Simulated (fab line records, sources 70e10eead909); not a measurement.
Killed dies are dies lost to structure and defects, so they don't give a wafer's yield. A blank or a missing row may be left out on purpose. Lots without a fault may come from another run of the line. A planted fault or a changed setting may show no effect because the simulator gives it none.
Which tool did it? | flow nand_harc | 9 lots, 27 wafers sampled, at 6 steps of a route of 1302

WHAT THE GAUGES READ, wafer by wafer
NHARC_END_WLT_00. Usual: VT_DECK1_BOTTOM 0.870, standard deviation 0.0064; VT_DECK1_BOTTOM_INNER 0.871, standard deviation 0.0061; VT_DECK1_MEDIAN_NEAR_BOTTOM 0.871, standard deviation 0.0063; VT_DECK1_MEDIAN_NEAR_BOTTOM_INNER 0.872, standard deviation 0.0062; VT_DECK1_MIDDLE 0.883, standard deviation 0.0063; VT_DECK1_MIDDLE_INNER 0.883, standard deviation 0.0054; VT_DECK1_TOP 0.895, standard deviation 0.0064; VT_DECK1_TOP_INNER 0.894, standard deviation 0.0057; VT_DECK2_BOTTOM 0.872, standard deviation 0.0065; VT_DECK2_BOTTOM_INNER 0.872, standard deviation 0.0063; VT_DECK2_MEDIAN_NEAR_BOTTOM 0.872, standard deviation 0.0068; VT_DECK2_MEDIAN_NEAR_BOTTOM_INNER 0.873, standard deviation 0.0063; VT_DECK2_MIDDLE 0.884, standard deviation 0.006; VT_DECK2_MIDDLE_INNER 0.884, standard deviation 0.0069; VT_DECK2_TOP 0.896, standard deviation 0.0062; VT_DECK2_TOP_INNER 0.896, standard deviation 0.0058.
lot  | measured     | on        | VT_DECK1_BOTTOM   | VT_DECK1_BOTTOM_INNER | VT_DECK1_MEDIAN_NEAR_BOTTOM | VT_DECK1_MEDIAN_NEAR_BOTTOM_INNER | VT_DECK1_MIDDLE   | VT_DECK1_MIDDLE_INNER | VT_DECK1_TOP      | VT_DECK1_TOP_INNER | VT_DECK2_BOTTOM   | VT_DECK2_BOTTOM_INNER | VT_DECK2_MEDIAN_NEAR_BOTTOM | VT_DECK2_MEDIAN_NEAR_BOTTOM_INNER | VT_DECK2_MIDDLE   | VT_DECK2_MIDDLE_INNER | VT_DECK2_TOP      | VT_DECK2_TOP_INNER | flag
L475 | day 25 08:56 | prober-01 | 0.886 0.869 0.875 | 0.869 0.867 0.876     | 0.875 0.865 0.869           | 0.877 0.879 0.878                 | 0.877 0.890 0.886 | 0.885 0.887 0.881     | 0.891 0.889 0.900 | 0.892 0.896 0.899  | 0.869 0.873 0.875 | 0.882 0.872 0.869     | 0.872 0.876 0.871           | 0.879 0.873 0.876                 | 0.887 0.889 0.891 | 0.892 0.883 0.886     | 0.902 0.900 0.904 | 0.899 0.902 0.906  |
L474 | day 25 08:58 | prober-02 | 0.866 0.875 0.880 | 0.881 0.872 0.879     | 0.873 0.876 0.876           | 0.867 0.871 0.872                 | 0.877 0.883 0.892 | 0.887 0.884 0.894     | 0.890 0.887 0.894 | 0.893 0.892 0.892  | 0.881 0.877 0.877 | 0.875 0.874 0.864     | 0.870 0.862 0.867           | 0.868 0.880 0.878                 | 0.881 0.888 0.882 | 0.881 0.896 0.886     | 0.897 0.903 0.900 | 0.895 0.899 0.895  |
L476 | day 26 21:05 | prober-01 | 0.884 0.869 0.879 | 0.872 0.861 0.869     | 0.878 0.871 0.880           | 0.879 0.874 0.879                 | 0.890 0.878 0.885 | 0.884 0.874 0.879     | 0.906 0.896 0.892 | 0.898 0.905 0.902  | 0.878 0.869 0.867 | 0.877 0.870 0.874     | 0.874 0.867 0.872           | 0.873 0.864 0.876                 | 0.875 0.888 0.883 | 0.881 0.881 0.882     | 0.900 0.896 0.894 | 0.894 0.898 0.897  |
L483 | day 28 06:41 | prober-01 | 0.865 0.863 0.860 | 0.861 0.865 0.864     | 0.870 0.879 0.862           | 0.865 0.885 0.871                 | 0.875 0.878 0.881 | 0.875 0.881 0.880     | 0.889 0.885 0.892 | 0.880 0.883 0.886  | 0.857 0.874 0.880 | 0.865 0.876 0.872     | 0.866 0.869 0.868           | 0.871 0.866 0.880                 | 0.880 0.877 0.882 | 0.879 0.873 0.880     | 0.891 0.897 0.891 | 0.893 0.894 0.894  |
L484 | day 29 17:08 | prober-01 | 0.875 0.865 0.866 | 0.867 0.869 0.875     | 0.879 0.881 0.879           | 0.873 0.888 0.891                 | 0.887 0.879 0.875 | 0.880 0.881 0.882     | 0.894 0.900 0.890 | 0.897 0.884 0.885  | 0.872 0.867 0.861 | 0.864 0.866 0.863     | 0.868 0.867 0.858           | 0.866 0.868 0.874                 | 0.885 0.886 0.883 | 0.884 0.883 0.874     | 0.899 0.899 0.893 | 0.900 0.896 0.901  |
L485 | day 31 11:07 | prober-02 | 0.869 0.867 0.875 | 0.871 0.876 0.877     | 0.862 0.871 0.870           | 0.869 0.868 0.871                 | 0.879 0.881 0.891 | 0.883 0.893 0.883     | 0.891 0.898 0.892 | 0.884 0.900 0.888  | 0.872 0.872 0.868 | 0.875 0.876 0.871     | 0.871 0.870 0.869           | 0.870 0.873 0.869                 | 0.881 0.892 0.888 | 0.883 0.893 0.887     | 0.896 0.901 0.893 | 0.905 0.894 0.893  |
L491 | day 32 03:29 | prober-01 | 0.873 0.875 0.872 | 0.877 0.883 0.877     | 0.874 0.874 0.882           | 0.881 0.874 0.869                 | 0.892 0.886 0.898 | 0.885 0.890 0.890     | 0.906 0.896 0.897 | 0.901 0.895 0.895  | 0.870 0.873 0.877 | 0.873 0.882 0.875     | 0.877 0.874 0.866           | 0.873 0.874 0.872                 | 0.884 0.884 0.880 | 0.886 0.888 0.874     | 0.893 0.904 0.906 | 0.899 0.896 0.904  |
L493 | day 33 00:00 | prober-01 | 0.868 0.860 0.857 | 0.869 0.867 0.866     | 0.871 0.863 0.866           | 0.869 0.871 0.860                 | 0.871 0.881 0.870 | 0.884 0.882 0.879     | 0.896 0.893 0.887 | 0.893 0.898 0.893  | 0.873 0.883 0.874 | 0.878 0.874 0.879     | 0.872 0.878 0.877           | 0.877 0.882 0.886                 | 0.893 0.884 0.884 | 0.899 0.890 0.890     | 0.893 0.895 0.892 | 0.896 0.898 0.907  |
L494 | day 33 15:06 | prober-01 | 0.874 0.880 0.870 | 0.875 0.874 0.868     | 0.874 0.874 0.875           | 0.875 0.877 0.880                 | 0.886 0.884 0.886 | 0.878 0.885 0.890     | 0.899 0.898 0.905 | 0.894 0.895 0.900  | 0.871 0.871 0.862 | 0.867 0.871 0.876     | 0.873 0.866 0.868           | 0.877 0.868 0.870                 | 0.877 0.888 0.883 | 0.890 0.887 0.872     | 0.891 0.882 0.891 | 0.900 0.891 0.893  |

WHICH TOOL RAN EACH LOT (tool, then ch and the chambers of the sampled wafers, then the start)
lot  | NHARC_A_CHANNEL_HOLE_D1_ETCH_20  | NHARC_A_CHANNEL_HOLE_D1_ETCH_22  | NHARC_A_CHANNEL_HOLE_D1_ETCH_33             | NHARC_A_CHANNEL_HOLE_D1_XSEM_31 | NHARC_A_CHANNEL_FILL_D1_ALD_03
L475 | har_etch-01 ch 0,1, day 9 20:29  | har_etch-01 ch 0,1, day 9 21:17  | har_etch-01 ch 0,1, day 10 00:19            | xsem-01 ch 0, day 10 01:54      | ald_sin_batch-01 ch 0, day 25 08:56 or earlier
L474 | har_etch-01 ch 0,1, day 10 00:37 | har_etch-01 ch 0,1, day 10 01:25 | har_etch-01 ch 0,1, day 10 04:28            | xsem-02 ch 0, day 10 06:04      | ald_sin_batch-01 ch 0, day 25 08:58 or earlier
L476 | har_etch-02 ch 0,1, day 10 10:43 | har_etch-02 ch 0,1, day 10 11:36 | har_etch-02 ch 0,1, day 10 14:31            | xsem-02 ch 0, day 10 16:04      | ald_sin_batch-02 ch 0, day 26 21:05 or earlier
L483 | har_etch-01 ch 0,1, day 13 15:44 | har_etch-01 ch 0,1, day 13 16:31 | har_etch-01 ch 0,1, day 13 19:34            | xsem-02 ch 0, day 13 21:15      | ald_sin_batch-02 ch 0, day 28 06:41 or earlier
L484 | har_etch-01 ch 0,1, day 13 19:50 | har_etch-01 ch 0,1, day 13 20:35 | har_etch-01 ch 0,1, day 13 23:40            | xsem-01 ch 0, day 14 05:24      | ald_sin_batch-02 ch 0, day 29 17:08 or earlier
L485 | har_etch-02 ch 0,1, day 14 14:26 | har_etch-02 ch 0,1, day 14 15:11 | har_etch-02 ch 0,1, day 14 18:17            | xsem-02 ch 0, day 14 19:55      | ald_sin_batch-03 ch 0, day 31 11:07 or earlier
L491 | har_etch-01 ch 0,1, day 16 19:14 | har_etch-01 ch 0,1, day 16 19:59 | har_etch-01 ch 0,1, day 16 23:06            | xsem-02 ch 0, day 17 00:44      | ald_sin_batch-01 ch 0, day 32 03:29 or earlier
L493 | har_etch-01 ch 0,1, day 17 11:49 | har_etch-01 ch 0,1, day 17 12:34 | har_etch-01 ch 0,1, day 17 15:41            | xsem-02 ch 0, day 17 17:19      | ald_sin_batch-03 ch 0, day 33 00:00 or earlier
L494 | har_etch-01 ch 0,1, day 18 02:14 | har_etch-01 ch 0,1, day 18 02:59 | har_etch-01 ch 0,1, day 18 07:42 or earlier | xsem-02 ch 0, day 18 07:42      | ald_sin_batch-01 ch 0, day 33 15:06 or earlier
- NHARC_A_CHANNEL_HOLE_D1_ETCH_20: etches the open film in C4F8/O2/Ar, time 361.9 s, target depth 1600 nm.
- NHARC_A_CHANNEL_HOLE_D1_ETCH_22: etches the open film in C4F8/O2/Ar, time 666.7 s, target depth 1600 nm.
- NHARC_A_CHANNEL_HOLE_D1_ETCH_33: etches the open film in C4F8/O2/Ar, time 90 s, target depth 400 nm.
- NHARC_A_CHANNEL_HOLE_D1_XSEM_31
- NHARC_A_CHANNEL_FILL_D1_ALD_03: deposits SiNx, target thk 6 nm, pulse time 60 s, ald cycles 58.

WHAT THE TOOLS THEMSELVES READ (means of the sampled wafers that have a number; where no wafer has one, the mark that the record gives instead)
NHARC_A_CHANNEL_HOLE_D1_ETCH_20. Usual: drypump_motor_current_A 6.04 A, standard deviation 0.24; showerhead_plenum_p_Torr 3.63 Torr, standard deviation 0.11; throttle_valve_pct 32.155 %, standard deviation 0.0084.
lot  | tool        | drypump_motor_current_A (A) | showerhead_plenum_p_Torr (Torr) | throttle_valve_pct (%) | flag
L475 | har_etch-01 | 6.07                        | 3.58                            | 32.161                 |
L474 | har_etch-01 | 6.06                        | 3.58                            | 32.153                 |
L476 | har_etch-02 | 5.84                        | 3.73                            | 32.154                 |
L483 | har_etch-01 | 6.21                        | 3.63                            | 32.153                 |
L484 | har_etch-01 | 6.08                        | 3.55                            | 32.153                 |
L485 | har_etch-02 | 5.83                        | 3.70                            | 32.159                 |
L491 | har_etch-01 | 6.08                        | 3.53                            | 32.159                 |
L493 | har_etch-01 | 6.21                        | 3.60                            | 32.151                 |
L494 | har_etch-01 | 6.21                        | 3.59                            | 32.170                 |

NHARC_A_CHANNEL_HOLE_D1_ETCH_22. Usual: drypump_motor_current_A 6.04 A, standard deviation 0.24; showerhead_plenum_p_Torr 3.63 Torr, standard deviation 0.11; throttle_valve_pct 32.155 %, standard deviation 0.0092.
lot  | tool        | drypump_motor_current_A (A) | showerhead_plenum_p_Torr (Torr) | throttle_valve_pct (%) | flag
L475 | har_etch-01 | 6.07                        | 3.58                            | 32.156                 |
L474 | har_etch-01 | 6.07                        | 3.58                            | 32.153                 |
L476 | har_etch-02 | 5.83                        | 3.73                            | 32.154                 |
L483 | har_etch-01 | 6.22                        | 3.63                            | 32.165                 |
L484 | har_etch-01 | 6.07                        | 3.55                            | 32.146                 |
L485 | har_etch-02 | 5.84                        | 3.70                            | 32.156                 |
L491 | har_etch-01 | 6.06                        | 3.53                            | 32.156                 |
L493 | har_etch-01 | 6.22                        | 3.60                            | 32.150                 |
L494 | har_etch-01 | 6.22                        | 3.59                            | 32.153                 |

NHARC_A_CHANNEL_HOLE_D1_ETCH_33. Usual: drypump_motor_current_A 6.04 A, standard deviation 0.24; showerhead_plenum_p_Torr 3.67 Torr, standard deviation 0.11; throttle_valve_pct 27.619 %, standard deviation 0.0084.
lot  | tool        | drypump_motor_current_A (A) | showerhead_plenum_p_Torr (Torr) | throttle_valve_pct (%) | flag
L475 | har_etch-01 | 6.07                        | 3.61                            | 27.617                 |
L474 | har_etch-01 | 6.06                        | 3.61                            | 27.626                 |
L476 | har_etch-02 | 5.83                        | 3.77                            | 27.621                 |
L483 | har_etch-01 | 6.21                        | 3.66                            | 27.618                 |
L484 | har_etch-01 | 6.07                        | 3.59                            | 27.617                 |
L485 | har_etch-02 | 5.83                        | 3.73                            | 27.622                 |
L491 | har_etch-01 | 6.07                        | 3.57                            | 27.616                 |
L493 | har_etch-01 | 6.20                        | 3.63                            | 27.623                 |
L494 | har_etch-01 | 6.21                        | 3.62                            | 27.619                 |

NHARC_A_CHANNEL_HOLE_D1_XSEM_31. Usual: bot_cd_nm 74.4 nm, standard deviation 1; bow_nm 8.63 nm, standard deviation 0.29; tilt_deg 0.09 degrees, standard deviation 0.044.
lot  | tool    | bot_cd_nm (nm) | bow_nm (nm) | tilt_deg (degrees) | flag
L475 | xsem-01 | 76.3           | 8.43        | 0.14               |
L474 | xsem-02 | 74.6           | 8.30        | 0.16               |
L476 | xsem-02 | 74.3           | 9.47        | 0.11               |
L483 | xsem-02 | 74.7           | 10.50       | 0.07               | OFF
L484 | xsem-01 | 75.5           | 12.64       | 0.05               | OFF
L485 | xsem-02 | 74.5           | 7.94        | 0.06               |
L491 | xsem-02 | 75.5           | 8.72        | 0.04               |
L493 | xsem-02 | 73.7           | 8.93        | 0.06               |
L494 | xsem-02 | 74.5           | 8.60        | 0.09               |

NHARC_A_CHANNEL_FILL_D1_ALD_03. Usual: precursor_pulse_height_rel 1.002, standard deviation 0.02.
lot  | tool             | precursor_pulse_height_rel | flag
L475 | ald_sin_batch-01 | 1.008                      |
L474 | ald_sin_batch-01 | 0.983                      |
L476 | ald_sin_batch-02 | 0.998                      |
L483 | ald_sin_batch-02 | 0.989                      |
L484 | ald_sin_batch-02 | 0.995                      |
L485 | ald_sin_batch-03 | 1.009                      |
L491 | ald_sin_batch-01 | 0.985                      |
L493 | ald_sin_batch-03 | 1.003                      |
L494 | ald_sin_batch-01 | 1.014                      |

THE ANSWER, worked out from the rows above alone
Rule: a lot is off if the mean of its wafers that have a number lies more than 3 standard deviations from the usual mean. A lot without any number at a reading at which 4 lots or more have one is off too. The other lots that the step has rows for count as sound. The gauges are gone through in route order, then the tools' own readings, and for those a lot's mean is taken as printed above. The first step at which some lot is off is used, and at that step the reading that is off furthest; a lot without a number counts as furthest.
Off: L483, L484, at NHARC_A_CHANNEL_HOLE_D1_XSEM_31 (bow_nm).
A tool fits if, at that step or a process step before it, it ran every lot that is off, and no sound lot after the first of them. NHARC_A_CHANNEL_HOLE_D1_ETCH_33 gives no start for some lots, so the hours and the order of its lots are those of NHARC_A_CHANNEL_HOLE_D1_XSEM_31. None of those tried fits.

WHAT THE SIMULATOR HAD PUT IN
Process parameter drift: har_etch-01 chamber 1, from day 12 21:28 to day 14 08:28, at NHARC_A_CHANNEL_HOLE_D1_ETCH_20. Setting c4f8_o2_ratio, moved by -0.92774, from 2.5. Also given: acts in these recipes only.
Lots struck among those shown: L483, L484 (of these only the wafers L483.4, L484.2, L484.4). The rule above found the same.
